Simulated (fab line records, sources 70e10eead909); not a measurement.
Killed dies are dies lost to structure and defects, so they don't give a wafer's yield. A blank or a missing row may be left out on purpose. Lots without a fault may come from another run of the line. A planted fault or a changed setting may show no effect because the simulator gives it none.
Chamber matching | flow nand_harc | NHARC_A_STAIRCASE_DEP_151 on pecvd-04: 3 sister chambers
The step deposits SiO2, target thk 3800 nm. 14 wafers are shown with their chamber, then 7 later ones without.

WAFERS WITH THEIR CHAMBER
wafer  | chamber | rf_fwd_power_W (W) | heater_power_w (W) | mfc_precursor_sccm (sccm)
L292.1 | 1       | 498.9              | 795                | 199.0
L292.3 | 0       | 496.8              | 702                | 198.4
L292.4 | 0       | 497.2              | 630                | 198.8
L293.1 | 0       | 497.0              | 741                | 199.4
L293.4 | 1       | 499.9              | 678                | 199.0
L293.5 | 2       | 497.2              | 540                | 200.2
L295.1 | 2       | 497.8              | 648                | 200.2
L295.2 | 0       | 498.9              | 746                | 200.5
L295.3 | 1       | 501.0              | 816                | 201.6
L299.2 | 2       | 498.4              | 663                | 200.4
L299.5 | 0       | 498.3              | 626                | 198.7
L299.6 | 2       | 498.3              | 549                | 200.0
L305.2 | 1       | 499.3              | 741                | 198.6
L305.4 | 1       | 500.8              | 686                | 199.9

SIGNATURES (means of the wafers above)
reading            | chamber 0 | chamber 1 | chamber 2 | scatter within a chamber
rf_fwd_power_W     | 497.640   | 499.980   | 497.925   | 0.831
heater_power_w     | 689.00    | 743.20    | 600.00    | 61.5
mfc_precursor_sccm | 199.160   | 199.620   | 200.200   | 0.887
Rule: a wafer's distance from a chamber is the root of the sum, over the readings, of the square of ((its reading less the chamber's mean) divided by the reading's scatter). The wafer belongs to the nearest chamber; if the next one is less than 2 further off, it can't be placed. The scatter: the root of (the sum of the squares of (reading less its chamber's mean) over the shown wafers, divided by (wafers less chambers)).

WAFERS WITHOUT THEIR CHAMBER
wafer  | rf_fwd_power_W (W) | heater_power_w (W) | mfc_precursor_sccm (sccm)
L305.5 | 500.7              | 516                | 199.0
L308.3 | 498.0              | 839                | 199.6
L308.4 | 499.4              | 549                | 200.2
L308.5 | 499.6              | 636                | 199.6
L313.3 | 498.2              | 754                | 199.8
L313.5 | 498.7              | 618                | 199.7
L313.6 | 498.0              | 699                | 200.8

WHICH CHAMBER EACH WENT THROUGH
wafer  | from the rows above          | in truth
L305.5 | can't be placed: 2 or 1 or 0 | 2
L308.3 | can't be placed: 0 or 1 or 2 | 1
L308.4 | can't be placed: 2 or 1 or 0 | 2
L308.5 | can't be placed: 1 or 2 or 0 | 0
L313.3 | can't be placed: 0 or 1 or 2 | 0
L313.5 | can't be placed: 2 or 0 or 1 | 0
L313.6 | can't be placed: 2 or 0 or 1 | 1
Placed correctly: 0 of 7. Can't be placed from these rows: 7 (the true chamber is among the candidates in 7). Placed wrongly: 0.
